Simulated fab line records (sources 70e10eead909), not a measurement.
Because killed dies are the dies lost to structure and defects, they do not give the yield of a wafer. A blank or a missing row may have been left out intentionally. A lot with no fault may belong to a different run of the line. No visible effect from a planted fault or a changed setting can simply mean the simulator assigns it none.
Chamber matching | flow nand-harc | NHARC_A_STAIRCASE_ALD_420 on ald-hk-01: 4 sister chambers
The step deposits SiO2, target thk 20 nm, pulse time 6 s, ald cycles 200. 20 wafers are shown with their chamber, then 10 later ones without.

EACH WAFER AND ITS CHAMBER
wafer  | chamber | heater-power-w (W) | precursor-pulse-height-rel
L074.1 | 2       | 430                | 0.983
L074.2 | 1       | 412                | 1.029
L074.5 | 1       | 413                | 1.032
L080.1 | 3       | 430                | 1.024
L080.2 | 1       | 418                | 1.007
L080.3 | 2       | 428                | 1.011
L079.2 | 1       | 422                | 0.995
L079.4 | 2       | 433                | 1.006
L079.5 | 0       | 509                | 1.031
L084.4 | 0       | 483                | 1.019
L084.5 | 3       | 421                | 0.984
L084.6 | 2       | 411                | 0.992
L085.2 | 0       | 488                | 1.015
L085.5 | 2       | 418                | 1.011
L085.6 | 1       | 421                | 1.006
L087.1 | 0       | 486                | 0.985
L087.4 | 1       | 420                | 0.986
L087.6 | 0       | 482                | 0.987
L090.1 | 0       | 495                | 1.019
L090.2 | 3       | 415                | 1.016

SIGNATURES (averages over the wafers above)
reading                    | chamber 0 | chamber 1 | chamber 2 | chamber 3 | scatter within a chamber
heater-power-w             | 490.50    | 417.67    | 424.00    | 422.00    | 8.13
precursor-pulse-height-rel | 1.00933   | 1.00917   | 1.00060   | 1.00800   | 0.0176
Rule: for each reading, subtract the chamber's mean from the wafer's reading, divide by that reading's scatter and square the result; add these up over the readings and take the root, which gives the wafer's distance from the chamber. The wafer belongs to the nearest chamber; if the next one is less than 2 further off, it can't be placed. How the scatter is found: for the shown wafers, subtract from each reading the mean of its chamber, square and add these, divide the total by (wafers less chambers), then take the root.

WAFERS WITHOUT THEIR CHAMBER
wafer  | heater-power-w (W) | precursor-pulse-height-rel
L090.4 | 418                | 1.006
L093.1 | 425                | 0.958
L093.2 | 424                | 1.025
L093.4 | 412                | 0.997
L097.2 | 427                | 0.996
L097.3 | 481                | 0.953
L097.4 | 438                | 1.008
L096.2 | 422                | 0.990
L096.3 | 414                | 1.012
L096.6 | 474                | 0.989

WHICH CHAMBER EACH ONE RAN IN
wafer  | from the rows above          | in truth
L090.4 | can't be placed: 1 or 3 or 2 | 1
L093.1 | can't be placed: 2 or 3 or 1 | 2
L093.2 | can't be placed: 3 or 1 or 2 | 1
L093.4 | can't be placed: 1 or 3 or 2 | 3
L097.2 | can't be placed: 2 or 3 or 1 | 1
L097.3 | 0                            | 0
L097.4 | can't be placed: 2 or 3 or 1 | 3
L096.2 | can't be placed: 2 or 3 or 1 | 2
L096.3 | can't be placed: 1 or 3 or 2 | 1
L096.6 | 0                            | 0
Correct placement for 2 of the 10. Not placeable from these rows: 8 (in 8, the candidates include the true chamber). Number placed wrongly: 0.
